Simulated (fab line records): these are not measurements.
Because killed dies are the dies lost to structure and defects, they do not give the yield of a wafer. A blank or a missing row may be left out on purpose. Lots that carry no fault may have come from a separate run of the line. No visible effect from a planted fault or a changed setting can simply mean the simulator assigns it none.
Chamber matching -- flow nand_harc -- 3 sister chambers for NHARC_A_BONDPAD_DEP_00 on pecvd-02
The step deposits SiCN, target thk 250 nm. 24 wafers are shown with their chamber, then 12 later ones without.

EACH WAFER AND ITS CHAMBER
wafer,chamber,heater_power_w (W)
L074.1,2,535
L074.3,1,627
L074.4,2,538
L075.1,1,625
L075.4,1,630
L075.5,0,484
L078.1,2,473
L078.5,1,631
L078.6,0,528
L082.1,0,531
L082.4,1,625
L082.6,0,539
L080.3,2,531
L080.4,2,440
L080.6,1,619
L084.2,1,556
L084.3,0,514
L084.4,2,489
L087.2,1,595
L087.4,1,614
L087.5,0,477
L086.3,1,532
L086.4,0,499
L086.5,1,528

SIGNATURES (averages over the wafers above)
reading,chamber 0,chamber 1,chamber 2,scatter within a chamber
heater_power_w,510.29,598.36,501.00,36.3
Rule: distance of a wafer from a chamber = root of the sum over the readings of ((wafer's reading minus chamber's mean) / reading's scatter) squared. If the next closest chamber is less than 2 further off than the closest, the wafer can't be placed; otherwise it belongs to the closest. The scatter is the square root of a quotient: the sum, over the shown wafers, of each reading's squared deviation from its chamber's mean, divided by wafers minus chambers.

WAFERS WITHOUT THEIR CHAMBER
wafer,heater_power_w (W)
L085.3,633
L085.5,457
L085.6,473
L091.1,496
L091.2,512
L091.3,612
L091.4,530
L091.5,614
L091.6,515
L093.2,596
L093.3,499
L093.6,625

WHICH CHAMBER EACH ONE RAN IN
wafer,from the rows above,in truth
L085.3,1,1
L085.5,can't be placed: 2 or 0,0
L085.6,can't be placed: 2 or 0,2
L091.1,can't be placed: 2 or 0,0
L091.2,can't be placed: 0 or 2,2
L091.3,1,1
L091.4,can't be placed: 0 or 2 or 1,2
L091.5,1,1
L091.6,can't be placed: 0 or 2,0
L093.2,1,1
L093.3,can't be placed: 2 or 0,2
L093.6,1,1
5 of 12 placed correctly. Not placeable from these rows: 7 (in 7, the candidates include the true chamber). 0 placed wrongly.
